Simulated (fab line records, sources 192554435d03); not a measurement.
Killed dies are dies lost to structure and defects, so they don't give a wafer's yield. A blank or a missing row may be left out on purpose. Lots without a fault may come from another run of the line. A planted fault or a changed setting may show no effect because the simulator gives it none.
A struck lot beside a sound one | flow n5_finfet | 29 steps out of a route of 1938
Sound: wafers L707.1, L707.2, L707.4. Struck: wafers L713.1, L713.4, L713.5. The cause comes at the end.
At each step with rows: each side's tool, then ch and its chambers, then its first start. Under that, the readings that differ: sound wafers | struck wafers | difference of the means | sigmas: that difference in standard deviations of wafers without a fault.
alike: readings whose means differ by less than 2 such deviations, and words and numbers that are the same on both sides. not compared: withheld readings, readings that some wafer has no value for, bounds like >300 that may hide the same value, and numbers for which the record gives no deviation and whose values overlap.
The two part at a step that has a row with sigmas, a row that says differs or no value, or rows on one side only. Numbers that don't overlap but have no deviation are shown without sigmas and don't part them. A reading that every wafer of one side lacks parts them only if that side has two wafers or more.

first, 10 steps without rows for these wafers: N5_STI_FIN_REVEAL_ALD_00 (deposits SiO2, target thk 1 nm, pulse time 1 s); N5_STI_FIN_REVEAL_ALD_14 (deposits Si3N4, target thk 3 nm); N5_STI_FIN_REVEAL_FCVD_FILL_01 (material SiO2 flowable, target thk 312 nm, time 512.2 s); N5_STI_FIN_REVEAL_DENSIFY_02 (time 1800 s); N5_STI_FIN_REVEAL_CMP_04 (polishes, stops on Si3N4, t overpolish 4 s, target thk 131.83 nm); N5_STI_FIN_REVEAL_DENSIFY_30; N5_STI_FIN_REVEAL_ETCHBACK_08 (etches SiO2 in C4F6/O2, target depth 30.5 nm, time 10.167 s); N5_STI_FIN_REVEAL_STRIP_24 (strips in N2/H2, time 90 s); N5_STI_FIN_REVEAL_PRECLEAN_25 (cleans in SPM, time 90 s); N5_STI_FIN_REVEAL_PRECLEAN_26 (cleans in SC1, time 45 s).
N5_STI_FIN_REVEAL_PRECLEAN_29: cleans in DHF, time 30 s.
  sound on wet_bench-05 ch 3,5,7, day 4 00:04; struck on wet_bench-05 ch 0,4,6, day 5 12:37
then, 14 steps without rows for these wafers: N5_STI_FIN_REVEAL_SRD_12 (time 30 s); N5_STI_FIN_REVEAL_RECESS_09 (chemistry HF/NH3, target SiO2, afs cycles 11, target depth 42.5 nm, sublimation time 60 s); N5_STI_FIN_REVEAL_STRIP_16 (strips SiNx in H3PO4, target depth 23.8 nm); N5_STI_FIN_REVEAL_PRECLEAN_17 (cleans in NF3:NH3, afs cycles 1, time 20 s, sublimation time 60 s); N5_STI_FIN_REVEAL_ETCH_34 (etches Si in H2, material Si, target depth 0.97 nm); N5_STI_FIN_REVEAL_OXIDATION_31 (chemistry O2 PLASMA REMOTE, time 20 s); N5_STI_FIN_REVEAL_PRECLEAN_32 (cleans in NF3:NH3, afs cycles 1, time 20 s, sublimation time 60 s); N5_STI_FIN_REVEAL_STRIP_35 (strips Si3N4 in H3PO4, target depth 4 nm, time 39 s); N5_STI_FIN_REVEAL_SRD_21 (time 30 s); N5_STI_FIN_REVEAL_OXIDATION_33 (chemistry O2 PLASMA REMOTE, time 20 s); N5_STI_FIN_REVEAL_CLEAN_19 (cleans in O3/DIW, time 120 s); N5_STI_FIN_REVEAL_SRD_23 (time 30 s); N5_STI_FIN_REVEAL_PRECLEAN_18 (cleans in SC2, time 45 s); N5_STI_FIN_REVEAL_SRD_28 (time 30 s).
N5_STI_FIN_REVEAL_INSPECT_13: inspects for defects (darkfield).
  sound on defect_inspect-02, day 4 02:55; struck on defect_inspect-01, day 5 15:28
  reading          | sound    | struck      | difference | sigmas
  raw_defect_count | 21 11 11 | 720 798 694 | +723       | +99 or more
then, 1 step without rows for these wafers: N5_DUMMY_GATE_PRECLEAN_00 (cleans in O3/DIW, time 60 s).
-- the record jumps here: 5 days lie between the struck wafers' starts before and after (it left off in module DUMMY_GATE and takes up again in module BEOL_M4, whose first step shown is number 1111 of the route) --
N5_BEOL_M4_RC_MEAS_101:
  sound on prober-02 ch 0, day 9 08:16; struck on prober-02 ch 0, day 11 00:00
  reading       | sound          | struck         | difference | sigmas
  ION_P (uA/um) | 474 462 464    | 443 447 451    | -20        | -3
  SS_N (mV/dec) | 70.8 70.5 71.0 | 72.0 72.4 71.4 | +1.2       | +2
  VT_P (mV)     | -245 -247 -247 | -259 -255 -255 | -10        | -3
  alike: DIBL_N, DIBL_P, IOFF_N, IOFF_P, ION_N, SS_P, VT_N
-- the record jumps here: 4 days lie between the struck wafers' starts before and after (it left off in module BEOL_M4 and takes up again in module PASSIVATION, whose first step shown is number 1936 of the route) --
N5_PASSIVATION_PROBE_49:
  sound on prober-02, day 13 16:47; struck on prober-01, day 15 11:29
  reading                  | sound          | struck         | difference | sigmas
  defect_limited_yield (%) | 93.6 91.8 93.1 | 85.9 81.6 82.9 | -9.4       | -7
  killed_at_front_end      | 23 24 21       | 100 138 158    | +109       | +11
  killed_dies              | 76 97 81       | 166 217 202    | +110       | +7
  killed_on_rim            | 10 10 12       | 24 30 24       | +15        | +5
  sort_bin_5_function (%)  | 4.2 4.2 4.2    | 8.4 11.2 11.8  | +6.3       | +7
  sort_n_pass              | 1104 1083 1099 | 1014 963 978   | -110       | -7
  sort_yield_pct (%)       | 93.6 91.8 93.1 | 85.9 81.6 82.9 | -9.4       | -7
  alike: killed_at_M0_to_M3, killed_at_M4_up, killed_at_contacts, killed_at_other, killed_open, killed_short, sort_bin_6_memory

WHERE THEY PART
First at N5_STI_FIN_REVEAL_INSPECT_13; last, within this record, at N5_PASSIVATION_PROBE_49.

WHY: what the simulator had put in
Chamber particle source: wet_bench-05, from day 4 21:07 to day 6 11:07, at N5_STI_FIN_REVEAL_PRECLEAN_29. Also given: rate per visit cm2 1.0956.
